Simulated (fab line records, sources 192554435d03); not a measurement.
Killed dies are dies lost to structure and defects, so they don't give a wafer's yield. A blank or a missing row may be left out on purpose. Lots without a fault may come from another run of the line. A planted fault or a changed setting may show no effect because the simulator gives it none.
Chamber matching | flow n5_finfet | N5_DUMMY_GATE_STRIP_41 on rie_diel-02: 4 sister chambers
The step strips in O2. 4 wafers are shown with their chamber, then 11 later ones without.

WAFERS WITH THEIR CHAMBER
wafer  | chamber | drypump_motor_current_A (A)
L084.1 | 3       | 6.3
L084.4 | 2       | 6.1
L084.5 | 1       | 5.7
L087.1 | 0       | 5.5

WAFERS WITHOUT THEIR CHAMBER
wafer  | drypump_motor_current_A (A)
L087.4 | 5.7
L087.5 | 6.3
L089.2 | 5.7
L089.3 | 5.5
L089.5 | 5.5
L091.1 | 6.1
L091.4 | 5.7
L091.6 | 5.7
L094.3 | 6.2
L094.5 | 6.2
L094.6 | 5.5

WHICH CHAMBER EACH WENT THROUGH
wafer  | from the rows above     | in truth
L087.4 | 1                       | 1
L087.5 | 3                       | 3
L089.2 | 1                       | 1
L089.3 | 0                       | 0
L089.5 | 0                       | 0
L091.1 | 2                       | 2
L091.4 | 1                       | 1
L091.6 | 1                       | 1
L094.3 | can't be placed: 3 or 2 | 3
L094.5 | can't be placed: 3 or 2 | 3
L094.6 | 0                       | 0
Placed correctly: 9 of 11. Can't be placed from these rows: 2 (the true chamber is among the candidates in 2). Placed wrongly: 0.
How it was worked out, from the rows above alone: a wafer's distance from a chamber is the root of the sum, over the readings, of the square of ((its reading less the chamber's mean) divided by the reading's scatter). The wafer belongs to the nearest chamber; if the next one is less than 2 further off, it can't be placed. A chamber's mean is the mean of its shown wafers. The scatter: with one shown wafer a chamber, the root of the mean of the squares of how far each hidden wafer lies from its nearest shown one.
